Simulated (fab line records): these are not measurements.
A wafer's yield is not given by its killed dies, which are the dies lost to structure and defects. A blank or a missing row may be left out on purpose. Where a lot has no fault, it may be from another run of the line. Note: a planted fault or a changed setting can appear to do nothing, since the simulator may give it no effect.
fab line records	flow nandHarc	part 1 of 2: steps 1 to 4 of 6
[record] lots = 24	wafers = 72	lastDay = 33
route steps=1302 shown A_CONTACT@1042
lots with no fault: from the same line, run without faults
startH: hours from the record's opening day to when the first of the lot's shown wafers began	waitH: hours elapsed since this lot's preceding step	" repeats the value in the row above	L1.1+2: a row that stands for several wafers	- either no value or no given start	* or withheld: withheld	< > ~ a bound
route shown NAME@n: NAME is a module with steps in the file, n the number in the route of the first one	usual: average and standard deviation across the fault-free wafers	same: alike in all rows	chamber/n: place in a boat	sites: per-site readings	_std_site: their standard deviation	_edge_site: the outer-site mean with the inner-site mean subtracted	radiusMm: how far each site lies from the wafer's centre	mask NAME#n: copy n	behind: the tool/chamber that last shaped the wafer	hold: what put the lot on hold/how long, in hours/how the hold closed	device: which transistor (n, p or np) failed to switch	end of line: the tests these same wafers got at the end of their route	a step with no rows: only its recipe	killed: count of dies lost to structure and defects at first sort (not the wafer's yield)	map: shows each die of a wafer: x if killed, . if not, _ if none is there
set.NAME: the run value of the setting; set.NAME@STEP: its run value at that earlier step	model.NAME: the simulator's own value behind a step, which no gauge read
a sample of lots followed through the steps of the route, with each step as a table and each wafer as a row
services: a tool's chamber out of use, with start hour (startH, from the record's first day; less than 0 if before it), hours out, and reason
[[steps]]
[step NHARC_A_CONTACT_DESCUM_74]
[recipe] timeS = 3	o2FlowSccm = 200	arFlowSccm = 0	biasPowerW = 0	chemistry = O2
[usual] drypumpMotorCurrentA = 5.8/0.57	oesProductAu = 1.002/0.01	rfVppV = 57.6/0.89	showerheadPlenumPTorr = 1.88/0.073	throttleValvePct = 11.311/0.0096
[same] timeS = 3
lot.wafer	tool	chamber	startH	waitH	drypumpMotorCurrentA	oesProductAu	rfHoursCounterH	rfVppV	showerheadPlenumPTorr	throttleValvePct
L074.2	rieDiel-11	2	511.72	0.1	6.6	1.003	12	56.3	1.78	11.307
L074.1	"	0	"	"	6.1	1.006	9	58.0	1.88	11.306
L074.5	"	2	"	"	6.7	1.001	-	56.6	1.78	11.315
L075.1	rieDiel-11	1	516.74	0.1	5.3	0.981	13	57.3	1.89	11.295
L075.4	"	2	"	"	6.7	1.004	13	58.1	1.78	11.317
L075.6	"	1	"	"	5.3	1.000	-	57.2	1.89	11.324
L078.1	rieDiel-03	1	528.75	0.1	5.7	1.005	15	58.5	1.81	11.317
L078.2	"	2	"	"	5.4	0.989	17	58.4	1.99	11.304
L078.6	"	2	"	"	5.4	1.000	-	56.3	1.99	11.316
L076.4	rieDiel-11	0	529.74	0.1	6.0	1.012	14	57.5	1.88	11.319
L076.2	"	1	"	"	5.3	0.985	16	56.7	1.89	11.291
L076.3	"	3	"	"	5.2	0.998	20	58.4	1.99	11.313
L077.2	rieDiel-11	1	538.83	0.1	5.3	0.987	17	58.8	1.89	11.318
L077.1	"	2	"	"	6.7	0.999	18	56.9	1.78	11.320
L077.3	"	3	"	"	5.2	0.990	22	58.5	1.99	11.312
L079.2	rieDiel-11	3	566.21	0.1	5.2	1.009	27	56.3	1.99	11.311
L079.5	"	3	"	"	5.2	1.012	-	58.4	1.99	11.312
L079.6	"	0	"	"	6.0	1.017	-	59.7	1.88	11.307
L080.1	rieDiel-11	0	576.91	0.1	6.0	1.007	21	56.5	1.88	11.332
L080.4	"	1	"	"	5.3	0.993	21	57.4	1.89	11.295
L080.2	"	3	"	"	5.1	1.000	28	57.9	1.99	11.297
L081.3	rieDiel-03	1	578.43	0.1	5.7	0.998	30	58.1	1.81	11.313
L081.1	"	2	"	"	5.4	1.002	29	56.6	1.98	11.297
L081.5	"	1	"	"	5.7	0.997	-	60.0	1.81	11.322
L082.4	rieDiel-10	3	593.50	0.1	4.7	0.977	55	59.7	1.88	11.294
L082.2	"	0	"	"	5.5	0.997	60	57.9	1.91	11.328
L082.5	"	3	"	"	4.7	0.978	-	58.1	1.88	11.315
L083.1	rieDiel-11	1	600.11	0.1	5.3	1.009	24	58.1	1.89	11.325
L083.2	"	3	"	"	5.1	1.003	31	57.3	1.99	11.308
L083.4	"	0	"	"	6.0	1.001	24	59.1	1.88	11.320
L084.1	rieDiel-11	0	619.27	0.1	6.0	0.994	0	57.6	1.88	11.310
L084.4	"	1	"	"	5.3	0.990	0	57.2	1.89	11.314
L084.6	"	1	"	"	5.3	0.995	-	57.8	1.89	11.296
L087.2	rieDiel-11	3	624.06	0.1	5.2	1.007	1	57.2	1.98	11.319
L087.6	"	0	"	"	6.0	1.010	-	58.6	1.87	11.316
L087.5	"	3	"	"	5.2	1.004	-	58.5	1.98	11.313
L085.2	rieDiel-11	2	628.96	0.1	6.7	1.014	2	58.0	1.78	11.305
L085.1	"	3	"	"	5.2	1.005	2	57.5	1.98	11.319
L085.5	"	3	"	"	5.2	1.013	-	57.7	1.98	11.305
L086.2	rieDiel-10	1	632.15	0.1	6.4	1.000	10	58.1	1.89	11.307
L086.1	"	2	"	"	6.1	0.999	10	57.0	2.01	11.308
L086.5	"	1	"	"	6.4	0.995	-	57.8	1.89	11.309
L088.3	rieDiel-11	2	648.36	0.1	6.6	1.016	9	58.4	1.77	11.311
L088.5	"	1	"	"	5.3	0.994	-	58.2	1.89	11.310
L088.6	"	2	"	"	6.6	1.014	-	57.0	1.77	11.305
L089.4	rieDiel-03	1	650.29	0.1	5.7	0.996	1	56.2	1.80	11.317
L089.2	"	3	"	"	5.9	0.990	1	59.7	1.97	11.310
L089.5	"	1	"	"	5.7	0.997	-	58.6	1.80	11.300
L090.2	rieDiel-11	3	670.49	0.1	5.1	1.019	10	58.1	1.98	11.283
L090.5	"	0	"	"	6.0	1.001	-	57.3	1.87	11.312
L090.6	"	1	"	"	5.3	0.991	-	57.9	1.88	11.305
L092.1	rieDiel-11	0	674.09	0.1	6.0	1.005	15	57.5	1.87	11.299
L092.4	"	2	"	"	6.6	1.028	14	57.9	1.77	11.307
L092.6	"	0	"	"	6.0	1.006	-	57.1	1.87	11.322
L091.1	rieDiel-11	0	694.42	0.1	6.0	1.007	19	58.1	1.87	11.301
L091.2	"	1	"	"	5.3	0.995	11	57.9	1.88	11.311
L091.3	"	3	"	"	5.2	1.010	15	57.8	1.98	11.304
L093.4	rieDiel-10	2	703.19	0.1	6.1	0.998	38	59.4	2.00	11.307
L093.5	"	2	"	"	6.0	0.989	-	56.9	2.00	11.305
L093.6	"	3	"	"	4.7	1.010	-	58.2	1.87	11.306
L095.4	rieDiel-11	1	709.82	0.1	5.3	1.000	14	57.4	1.88	11.293
L095.3	"	2	"	"	6.7	1.023	22	58.1	1.77	11.321
L095.5	"	2	"	"	6.7	1.032	-	56.8	1.77	11.317
L094.3	rieDiel-11	1	711.14	0.1	5.3	1.000	15	57.2	1.88	11.321
L094.1	"	3	"	"	5.2	1.007	19	58.0	1.98	11.303
L094.6	"	0	"	"	6.0	0.993	-	58.9	1.87	11.324
L096.4	rieDiel-10	2	724.78	0.1	6.1	0.992	50	57.9	2.00	11.295
L096.1	"	3	"	"	4.7	0.994	47	57.6	1.87	11.334
L096.6	"	1	"	"	6.4	0.993	-	58.0	1.88	11.326
L097.4	rieDiel-11	3	725.44	0.1	5.2	1.005	22	58.7	1.98	11.306
L097.3	"	0	"	"	6.0	1.005	26	57.3	1.87	11.324
L097.6	"	3	"	"	5.2	1.010	-	59.5	1.98	11.298
[step NHARC_A_CONTACT_ETCH_75]
[recipe] targetDepthA = 390	overEtchFrac = 0.3	timeS = 65	ionEnergyEv = 80	cf4FlowSccm = 150	arFlowSccm = 0	rfW = 300	biasW = 100	chemistry = CF4
[usual] biasW = 100.0/0.32	drypumpMotorCurrentA = 5.8/0.57	oesProductAu = 1.004/0.01	rfFwdPowerW = 297.3/1.3	rfVppV = 151.0/1	showerheadPlenumPTorr = 1.75/0.066	throttleValvePct = 13.284/0.01
[same] overEtchFrac = 0.3	timeS = 65
lot.wafer	tool	chamber	startH	waitH	biasW	drypumpMotorCurrentA	oesProductAu	rfFwdPowerW	rfHoursCounterH	rfVppV	showerheadPlenumPTorr	throttleValvePct
L074.2	rieDiel-11	1	511.81	0.1	99.9	5.3	1.000	300.4	12	151.6	1.75	13.283
L074.1	"	2	"	"	99.9	6.6	0.998	296.5	12	148.8	1.66	13.270
L074.5	"	1	"	"	99.9	5.3	1.000	298.8	-	149.4	1.75	13.276
L075.4	rieDiel-11	0	516.84	0.1	100.1	6.0	1.000	296.2	10	151.3	1.74	13.300
L075.1	"	2	"	"	100.2	6.7	0.997	299.0	13	150.9	1.66	13.278
L075.6	"	0	"	"	99.4	6.0	0.997	294.9	-	150.4	1.74	13.297
L078.1	rieDiel-03	3	528.85	0.1	99.6	5.9	1.002	296.8	16	151.4	1.83	13.274
L078.2	"	0	"	"	100.1	6.0	1.018	298.8	15	150.2	1.66	13.281
L078.6	"	1	"	"	100.0	5.7	1.003	295.7	-	149.6	1.68	13.287
L076.3	rieDiel-11	0	529.82	0.1	100.0	6.0	1.009	294.7	14	152.6	1.74	13.278
L076.2	"	1	"	"	100.2	5.3	0.998	300.2	16	151.3	1.75	13.287
L076.4	"	3	"	"	98.9	5.1	0.998	296.6	20	152.1	1.83	13.298
L077.3	rieDiel-11	3	539.69	0.8	100.4	5.1	1.004	297.9	22	151.6	1.83	13.294
L077.1	"	0	"	"	99.9	6.0	1.010	295.1	16	151.2	1.74	13.281
L077.2	"	2	"	"	99.9	6.7	0.999	294.3	19	150.7	1.66	13.278
L079.2	rieDiel-11	2	566.32	0.1	100.1	6.6	0.997	296.0	22	150.2	1.65	13.277
L079.5	"	3	"	"	100.1	5.1	1.010	297.7	-	151.8	1.83	13.282
L079.6	"	0	"	"	100.3	6.0	1.018	294.6	-	150.7	1.74	13.290
L080.1	rieDiel-11	2	577.00	0.1	100.0	6.6	1.018	297.9	23	152.3	1.65	13.296
L080.4	"	0	"	"	99.7	6.0	1.020	297.1	21	152.0	1.74	13.292
L080.2	"	1	"	"	100.8	5.3	1.008	297.3	21	152.4	1.75	13.291
L081.3	rieDiel-03	3	578.51	0.1	100.0	5.9	0.994	296.3	29	152.8	1.82	13.262
L081.1	"	0	"	"	100.4	5.9	0.999	299.3	30	150.8	1.66	13.276
L081.5	"	0	"	"	100.0	5.9	1.015	299.4	-	148.5	1.66	13.273
L082.4	rieDiel-10	3	593.59	0.1	100.0	4.7	0.987	298.5	55	151.1	1.74	13.277
L082.2	"	1	"	"	100.1	6.4	0.995	294.1	61	151.0	1.75	13.278
L082.5	"	2	"	"	100.0	6.0	0.985	297.8	-	152.8	1.86	13.287
L083.4	rieDiel-11	3	600.21	0.1	99.6	5.2	0.995	299.1	31	151.8	1.83	13.257
L083.2	"	0	"	"	100.1	6.0	1.001	294.5	24	150.1	1.74	13.294
L083.1	"	1	"	"	99.3	5.3	0.997	297.7	24	152.0	1.75	13.276
L084.1	rieDiel-11	0	619.36	0.1	100.1	6.0	1.002	296.4	0	152.0	1.74	13.278
L084.4	"	1	"	"	100.0	5.3	0.999	298.4	0	152.4	1.75	13.287
L084.6	"	3	"	"	100.0	5.1	1.007	296.8	-	151.0	1.83	13.298
L087.2	rieDiel-11	0	624.16	0.1	100.2	6.0	1.010	296.3	1	150.9	1.74	13.288
L087.5	"	3	"	"	100.0	5.1	1.000	297.9	-	150.9	1.83	13.274
L087.6	"	0	"	"	100.2	6.0	1.006	294.5	-	151.3	1.74	13.292
L085.1	rieDiel-11	3	629.07	0.1	99.8	5.2	1.017	297.6	2	152.3	1.83	13.287
L085.2	"	0	"	"	100.4	6.0	1.008	296.4	3	150.8	1.73	13.292
L085.5	"	0	"	"	99.9	6.0	0.997	295.7	-	149.8	1.74	13.293
L086.1	rieDiel-10	2	632.24	0.1	100.1	6.1	1.004	297.9	10	152.0	1.85	13.287
L086.2	"	3	"	"	99.8	4.7	0.991	298.5	8	151.0	1.74	13.295
L086.5	"	1	"	"	99.7	6.4	0.990	297.0	-	150.6	1.75	13.298
L088.3	rieDiel-11	1	648.45	0.1	99.6	5.3	1.000	298.5	1	150.5	1.74	13.268
L088.6	"	2	"	"	99.8	6.6	1.014	297.6	-	151.3	1.65	13.281
L088.5	"	3	"	"	100.3	5.2	1.008	297.7	-	150.7	1.83	13.280
L089.2	rieDiel-03	1	650.37	0.1	100.1	5.7	0.996	297.7	1	151.3	1.68	13.270
L089.4	"	0	"	"	100.4	5.9	1.001	298.5	1	149.9	1.66	13.295
L089.5	"	1	"	"	100.1	5.7	1.000	294.5	-	148.4	1.68	13.272
L090.2	rieDiel-11	1	670.56	0.1	100.0	5.3	0.999	297.6	5	151.6	1.74	13.298
L090.6	"	3	"	"	99.5	5.1	1.017	296.9	-	152.0	1.83	13.292
L090.5	"	0	"	"	100.0	6.0	1.005	295.6	-	150.1	1.73	13.280
L092.1	rieDiel-11	1	674.17	0.1	99.8	5.3	0.994	297.4	6	150.8	1.74	13.290
L092.4	"	2	"	"	100.2	6.6	1.025	296.6	14	148.9	1.65	13.296
L092.6	"	0	"	"	99.8	6.0	0.996	295.8	-	152.1	1.73	13.285
L091.3	rieDiel-11	2	694.50	0.1	99.9	6.7	1.016	298.3	19	150.0	1.65	13.282
L091.1	"	0	"	"	100.2	6.0	0.991	297.1	19	150.8	1.73	13.295
L091.2	"	1	"	"	99.5	5.3	1.005	299.4	11	150.5	1.74	13.287
L093.4	rieDiel-10	3	703.29	0.1	99.5	4.7	1.016	298.6	37	150.5	1.73	13.287
L093.5	"	1	"	"	100.3	6.4	1.000	298.0	-	150.5	1.74	13.293
L093.6	"	2	"	"	99.9	6.1	0.995	298.7	-	152.5	1.85	13.291
L095.4	rieDiel-11	1	709.91	0.1	100.1	5.3	0.997	297.7	14	151.5	1.74	13.285
L095.3	"	3	"	"	99.7	5.2	0.999	298.1	18	151.2	1.82	13.272
L095.5	"	1	"	"	99.6	5.3	1.000	299.4	-	151.7	1.74	13.294
L094.3	rieDiel-11	3	711.22	0.1	100.5	5.2	0.999	298.1	19	151.3	1.82	13.281
L094.1	"	2	"	"	99.5	6.7	1.023	297.2	23	149.7	1.65	13.281
L094.6	"	3	"	"	100.0	5.2	1.004	299.5	-	151.8	1.82	13.274
L096.4	rieDiel-10	2	724.86	0.1	99.7	6.1	0.991	298.1	50	151.9	1.84	13.277
L096.1	"	3	"	"	99.2	4.7	1.007	298.5	47	150.9	1.73	13.291
L096.6	"	2	"	"	99.6	6.0	0.988	297.4	-	152.3	1.84	13.291
L097.4	rieDiel-11	3	725.53	0.1	99.8	5.2	1.011	297.4	22	151.8	1.82	13.283
L097.3	"	0	"	"	100.1	6.0	1.003	297.4	26	150.6	1.73	13.281
L097.6	"	1	"	"	99.9	5.3	0.997	297.6	-	151.6	1.74	13.275
[step NHARC_A_CONTACT_ETCH_131]
[recipe] sourceW = withheld	pressureMtorr = 20	biasV = 3000	timeS = 197	targetDepthA = 19180	arFlowSccm = withheld	c4f8FlowSccm = withheld	o2FlowSccm = withheld	chemistry = C4F8/O2/Ar
[same] timeS = 197
lot.wafer	tool	chamber	startH	waitH	rfHoursCounterH
L074.1	harCapEtch-03	1	514.52	0.1	42
L074.2	"	0	"	"	42
L074.5	"	0	"	"	-
L075.1	harCapEtch-01	0	519.57	0.1	1
L075.4	"	1	"	"	-
L075.6	"	0	"	"	-
L078.1	harCapEtch-03	1	531.55	0.1	46
L078.2	"	0	"	"	46
L078.6	"	1	"	"	-
L076.2	harCapEtch-02	0	532.57	0.1	91
L076.3	"	1	"	"	-
L076.4	"	0	"	"	-
L077.2	harCapEtch-02	0	542.41	0.1	93
L077.1	"	1	"	"	93
L077.3	"	1	"	"	-
L079.2	harCapEtch-01	1	569.03	0.1	10
L079.5	"	1	"	"	-
L079.6	"	0	"	"	-
L080.1	harCapEtch-02	1	579.72	0.1	97
L080.2	"	0	"	"	97
L080.4	"	1	"	"	-
L081.1	harCapEtch-03	1	581.26	0.1	52
L081.3	"	1	"	"	-
L081.5	"	1	"	"	-
L082.2	harCapEtch-02	1	596.33	0.2	101
L082.4	"	0	"	"	-
L082.5	"	1	"	"	-
L083.1	harCapEtch-03	0	602.92	0.1	56
L083.2	"	1	"	"	56
L083.4	"	0	"	"	-
L084.1	harCapEtch-03	0	622.50	0.2	60
L084.4	"	1	"	"	-
L084.6	"	0	"	"	-
L087.2	harCapEtch-02	0	627.28	0.1	106
L087.5	"	0	"	"	-
L087.6	"	1	"	"	-
L085.1	harCapEtch-01	0	632.23	0.1	23
L085.2	"	1	"	"	23
L085.5	"	1	"	"	-
L086.2	harCapEtch-02	0	634.94	0.1	108
L086.1	"	1	"	"	108
L086.5	"	1	"	"	-
L088.3	harCapEtch-03	0	651.24	0.1	-
L088.6	"	1	"	"	-
L088.5	"	0	"	"	-
L089.2	harCapEtch-02	1	653.10	0.1	111
L089.4	"	1	"	"	-
L089.5	"	1	"	"	-
L090.2	harCapEtch-02	0	673.27	0.1	114
L090.6	"	0	"	"	-
L090.5	"	1	"	"	-
L092.1	harCapEtch-03	1	676.89	0.1	70
L092.4	"	1	"	"	-
L092.6	"	0	"	"	-
L091.2	harCapEtch-03	0	697.23	0.1	74
L091.1	"	1	"	"	74
L091.3	"	0	"	"	-
L093.4	harCapEtch-03	1	706.52	0.1	-
L093.5	"	0	"	"	-
L093.6	"	1	"	"	-
L095.4	harCapEtch-01	1	712.67	0.1	-
L095.3	"	0	"	"	-
L095.5	"	0	"	"	-
L094.1	harCapEtch-03	1	713.96	0.1	77
L094.3	"	0	"	"	-
L094.6	"	0	"	"	-
L096.1	harCapEtch-03	0	727.60	0.1	81
L096.4	"	1	"	"	-
L096.6	"	0	"	"	-
L097.3	harCapEtch-02	1	728.30	0.1	-
L097.4	"	0	"	"	-
L097.6	"	1	"	"	-
[step NHARC_A_CONTACT_ETCH_133]
[recipe] sourceW = withheld	pressureMtorr = 20	biasV = 400	timeS = 374	targetDepthA = 16100	arFlowSccm = withheld	c4f8FlowSccm = 11.5	o2FlowSccm = 7.2	chemistry = C4F8/O2/Ar
[same] timeS = 374
lot.wafer	tool	chamber	startH	waitH	rfHoursCounterH
L074.1	harCapEtch-03	1	514.88	0.1	42
L074.2	"	0	"	"	42
L074.5	"	0	"	"	-
L075.1	harCapEtch-01	0	519.96	0.2	1
L075.4	"	1	"	"	-
L075.6	"	0	"	"	-
L078.1	harCapEtch-03	1	531.90	0.1	46
L078.2	"	0	"	"	46
L078.6	"	1	"	"	-
L076.2	harCapEtch-02	0	532.96	0.2	91
L076.3	"	1	"	"	-
L076.4	"	0	"	"	-
L077.2	harCapEtch-02	0	542.76	0.1	93
L077.1	"	1	"	"	93
L077.3	"	1	"	"	-
L079.2	harCapEtch-01	1	569.38	0.1	11
L079.5	"	1	"	"	-
L079.6	"	0	"	"	-
L080.1	harCapEtch-02	1	580.07	0.1	97
L080.2	"	0	"	"	97
L080.4	"	1	"	"	-
L081.1	harCapEtch-03	1	581.65	0.2	53
L081.3	"	1	"	"	-
L081.5	"	1	"	"	-
L082.2	harCapEtch-02	1	596.73	0.2	101
L082.4	"	0	"	"	-
L082.5	"	1	"	"	-
L083.1	harCapEtch-03	0	603.27	0.1	56
L083.2	"	1	"	"	56
L083.4	"	0	"	"	-
L084.1	harCapEtch-03	0	622.97	0.2	60
L084.4	"	1	"	"	-
L084.6	"	0	"	"	-
L087.2	harCapEtch-02	0	627.63	0.1	107
L087.5	"	0	"	"	-
L087.6	"	1	"	"	-
L085.1	harCapEtch-01	0	632.58	0.1	23
L085.2	"	1	"	"	23
L085.5	"	1	"	"	-
L086.2	harCapEtch-02	0	635.30	0.1	109
L086.1	"	1	"	"	109
L086.5	"	1	"	"	-
L088.3	harCapEtch-03	0	651.72	0.3	-
L088.6	"	1	"	"	-
L088.5	"	0	"	"	-
L089.2	harCapEtch-02	1	653.50	0.2	112
L089.4	"	1	"	"	-
L089.5	"	1	"	"	-
L090.2	harCapEtch-02	0	673.63	0.1	115
L090.6	"	0	"	"	-
L090.5	"	1	"	"	-
L092.1	harCapEtch-03	1	677.25	0.1	71
L092.4	"	1	"	"	-
L092.6	"	0	"	"	-
L091.2	harCapEtch-03	0	697.58	0.1	74
L091.1	"	1	"	"	74
L091.3	"	0	"	"	-
L093.4	harCapEtch-03	1	706.99	0.3	-
L093.5	"	0	"	"	-
L093.6	"	1	"	"	-
L095.4	harCapEtch-01	1	713.10	0.2	-
L095.3	"	0	"	"	-
L095.5	"	0	"	"	-
L094.1	harCapEtch-03	1	714.36	0.2	77
L094.3	"	0	"	"	-
L094.6	"	0	"	"	-
L096.1	harCapEtch-03	0	727.99	0.2	82
L096.4	"	1	"	"	-
L096.6	"	0	"	"	-
L097.3	harCapEtch-02	1	728.73	0.2	-
L097.4	"	0	"	"	-
L097.6	"	1	"	"	-
